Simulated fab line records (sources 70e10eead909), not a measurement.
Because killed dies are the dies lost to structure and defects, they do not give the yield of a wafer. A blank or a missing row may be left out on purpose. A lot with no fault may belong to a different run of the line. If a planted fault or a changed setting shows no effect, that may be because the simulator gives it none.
Struck lot and sound lot, side by side + flow nand harc + 21 out of 1159 route steps
Sound: wafers L327.2, L327.5, L327.6. The struck wafers were L330.4, L330.5, L330.6. The cause comes at the end.
At each step with rows: each side's tool, then ch and its chambers, then its first start. Under that, the readings that differ: sound wafers + struck wafers + difference of the means + sigmas: that difference in standard deviations of wafers without a fault.
alike: readings whose means differ by less than 2 such deviations, and words and numbers that are the same on both sides. not compared: withheld readings, readings that some wafer has no value for, bounds like >300 that may hide the same value, and numbers for which the record gives no deviation and whose values overlap.
Wherever a step has rows on one side only, a row that says differs or no value, or a row with sigmas, the two part there. Non-overlapping numbers with no deviation appear without sigmas and do not part them. A reading that every wafer of one side lacks parts them only if that side has two wafers or more.

first, 5 steps without rows for these wafers: NHARC_P_GATE_STRIP_15 (strips in SPM, time 780 s); NHARC_P_GATE_PRECLEAN_71 (cleans in SC1); NHARC_P_GATE_SRD_72; NHARC_P_GATE_OXIDE_16 (material SiO2, target thk 3 nm, ox time 392 s); NHARC_P_GATE_CVD_17 (deposits poly-Si, target thk 150 nm, time 900 s).
NHARC_P_GATE_HM_DEP_102: deposits aC, target thk 120 nm.
  sound on acl dep-03 ch 0, day 6 03:43; struck on acl dep-02 ch 0, day 6 16:31
| reading                | sound                | struck               | difference | sigmas |
|------------------------|----------------------|----------------------|------------|--------|
| throttle valve pct (%) | 34.987 34.985 34.978 | 35.022 35.011 34.984 | +0.022     | +3     |
  alike: susceptor temp C
NHARC_P_GATE_DEP_103: deposits SiON, target thk 30 nm.
  sound on pecvd-01 ch 1,2, day 6 04:19; struck on pecvd-03 ch 0,1,2, day 6 16:58
  alike: heater power w, susceptor temp C
then, 5 steps without rows for these wafers: NHARC_P_GATE_DEHYDRATE_18 (time 120 s); NHARC_P_GATE_HMDS_19 (time 30 s); NHARC_P_GATE_COAT_20 (resist thk 90 nm); NHARC_P_GATE_SOFTBAKE_21 (time 55 s); NHARC_P_GATE_EBR_22.
NHARC_P_GATE_EXPOSE_23: exposes mask P GATE, target cd 120 nm.
  sound on arfi scanner-01 ch 0, day 6 04:51; struck on arfi scanner-01 ch 0, day 6 17:26
| reading | sound                      | struck                              | difference | sigmas |
|---------|----------------------------|-------------------------------------|------------|--------|
| mask    | P_GATE#0 P_GATE#0 P_GATE#0 | P_GATE_R1#0 P_GATE_R1#0 P_GATE_R1#0 | differs    |        |
then, 2 steps without rows for these wafers: NHARC_P_GATE_PEB_24 (peb time 65 s); NHARC_P_GATE_DEVELOP_25 (develop time 35 s).
NHARC_P_GATE_CD_MEAS_26: the cd target is 120 nm.
  sound on cd sem-01 ch 0, day 6 04:59; struck on cd sem-02 ch 0, day 6 17:34
| reading    | sound             | struck            | difference | sigmas |
|------------|-------------------|-------------------|------------|--------|
| cd nm (nm) | 119.7 119.6 120.0 | 118.1 118.1 118.0 | -1.7       | -3     |
NHARC_P_GATE_OVL_MEAS_27:
  sound: overlay-01 at day 6 05:05; struck: overlay-02 at day 6 17:39
  alike: overlay x nm, overlay y nm
NHARC_P_GATE_INSPECT_28:
  sound: defect inspect-01 at day 6 05:07; struck: defect inspect-02 at day 6 17:41
  alike: raw defect count
NHARC_P_GATE_DESCUM_31: chemistry O2, time 3 s.
  sound on rie diel-02 ch 0,1,2, day 6 05:11; struck on rie diel-09 ch 0,1,3, day 6 17:46
| reading                 | sound             | struck            | difference | sigmas |
|-------------------------|-------------------|-------------------|------------|--------|
| model.P_GATE.cd nm (nm) | 119.8 120.2 119.8 | 117.8 118.8 118.8 | -1.5       |        |
  alike: drypump motor current A, oes product au, rf vpp V, showerhead plenum p Torr, throttle valve pct
  not compared: rf hours counter h
NHARC_P_GATE_ETCH_104: etches the open film in CF4/CHF3, target depth 60 nm.
  sound on rie diel-02 ch 0,3, day 6 05:16; struck on rie diel-09 ch 0,1,2, day 6 17:50
| reading                 | sound           | struck          | difference | sigmas |
|-------------------------|-----------------|-----------------|------------|--------|
| model.P_GATE.cd nm (nm) | 119.8 120.3 120 | 118.2 119 118.7 | -1.4       |        |
  alike: drypump motor current A, oes product au, rf vpp V, showerhead plenum p Torr, throttle valve pct
NHARC_P_GATE_HM_OPEN_105: chemistry O2/COS, target depth 360 nm.
  sound on rie diel-02 ch 0,3; struck on rie diel-09 ch 0,1
| reading                     | sound       | struck      | difference | sigmas |
|-----------------------------|-------------|-------------|------------|--------|
| drypump motor current A (A) | 6.3 6.5 6.3 | 5.5 5.5 5.8 | -0.8       | -2     |
  alike: oes product au, rf vpp V, showerhead plenum p Torr, throttle valve pct
  not compared: rf hours counter h

WHERE THEY PART
Earliest at NHARC_P_GATE_HM_DEP_102; latest, in this record, at NHARC_P_GATE_HM_OPEN_105.

WHY: the cause the simulator had injected
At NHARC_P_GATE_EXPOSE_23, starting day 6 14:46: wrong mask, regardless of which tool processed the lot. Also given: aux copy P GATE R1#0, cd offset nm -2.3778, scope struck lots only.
